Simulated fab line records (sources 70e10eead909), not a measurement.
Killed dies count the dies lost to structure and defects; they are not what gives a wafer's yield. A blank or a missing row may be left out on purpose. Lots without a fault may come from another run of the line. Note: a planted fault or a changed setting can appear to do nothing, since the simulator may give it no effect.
3 desks, one fault    flow nand harc    what lay behind the numbers comes last; until then each desk has only its own

METROLOGY DESK
Means of the sampled wafers that have a number, per lot and without regard to the tool the lot ran on: this is what the gauges read. A lot is out of limits, marked OUT, if its mean lies more than 4 standard deviations from the usual mean; the brackets give that distance.
Columns: A = cd nm at NHARC_P_ZERO_WELL_CD_MEAS_24, usual 720.7 nm
lot   first seen here  A
L951  day 1 22:27      720.6
L952  day 2 08:20      721.6
L953  day 2 18:43      720.8
L954  day 3 04:28      719.3
L955  day 3 14:31      719.5
L956  day 4 00:31      723.5
L957  day 4 10:35      718.1
L959  day 5 06:37      722.7
L968  day 9 00:31      719.8
L969  day 9 10:29      722.8
L970  day 9 23:16      720.9
L971  day 10 06:28     721.1
L974  day 11 13:28     718.5
This desk found nothing out of limits on any of the 13 lots.

DESK OF THE TOOL OWNER: implanter-02
The tool's own readings at NHARC_P_ZERO_WELL_IMPLANT_40, given as means over the sampled wafers that have a number, one for each lot that went through this tool. A lot is out of limits, marked OUT, if its mean lies more than 4 standard deviations from the usual mean; the brackets give that distance.
Columns: A = dose ions cm2 at NHARC_P_ZERO_WELL_IMPLANT_40, usual 9.999e+12; B = faraday current uA at NHARC_P_ZERO_WELL_IMPLANT_40, usual 126.6
lot   first seen here  A                            B
L952  day 2 10:19      1.000e+13                    125.9
L955  day 3 16:29      1.001e+13                    127.9
L959  day 5 08:40      1.001e+13                    128.3
L969  day 9 13:09      7.139e+12 (-99 or more) OUT  91.3 (-16) OUT
L970  day 10 01:08     7.153e+12 (-99 or more) OUT  90.4 (-16) OUT
This desk's verdict: out of limits on L969, L970, starting with L969 at day 9 13:09 (dose ions cm2 at NHARC_P_ZERO_WELL_IMPLANT_40). Within limits: L952, L955, L959.

THE DEFECT DESK
Inspection counts along the route, by lot: the mean over sampled wafers that carry a number. A lot is out of limits, marked OUT, if its mean lies more than 4 standard deviations from the usual mean; the brackets give that distance.
Columns: A = raw defect count at NHARC_P_STI_INSPECT_11, usual 5.4
lot   first seen here  A
L951  day 3 03:04      6.7
L952  day 3 08:11      6.3
L953  day 3 17:36      4.3
L954  day 4 03:00      5.3
L955  day 4 13:26      5.3
L956  day 4 23:57      5.0
L957  day 5 09:27      5.0
L959  day 6 04:14      8.7
L968  day 10 01:53     3.3
L969  day 10 10:51     9.0
L970  day 10 21:46     6.0
L971  day 11 05:04     4.0
L974  day 12 10:30     2.7
This desk found nothing out of limits on any of the 13 lots.

TAKEN TOGETHER
At day 9 13:09, on L969, L970, the tool owner's desk was in a position to raise an alarm.
Nothing out of limits was seen by the metrology desk.
Nothing out of limits was seen by the defect desk.
The metrology desk holds a record of L969, L970, inside its limits.
The defect desk has L969, L970 on record, within its limits.
On implanter-02, each named lot ran NHARC_P_ZERO_WELL_IMPLANT_40.

WHAT THE SIMULATOR HAD PUT IN
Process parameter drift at NHARC_P_ZERO_WELL_IMPLANT_40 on implanter-02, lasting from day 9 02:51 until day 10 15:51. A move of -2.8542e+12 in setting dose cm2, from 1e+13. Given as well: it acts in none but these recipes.
Lots struck among those shown: L969, L970.
Time in hours from fault onset to the first out-of-limits reading at each desk: the tool owner's desk, 10.
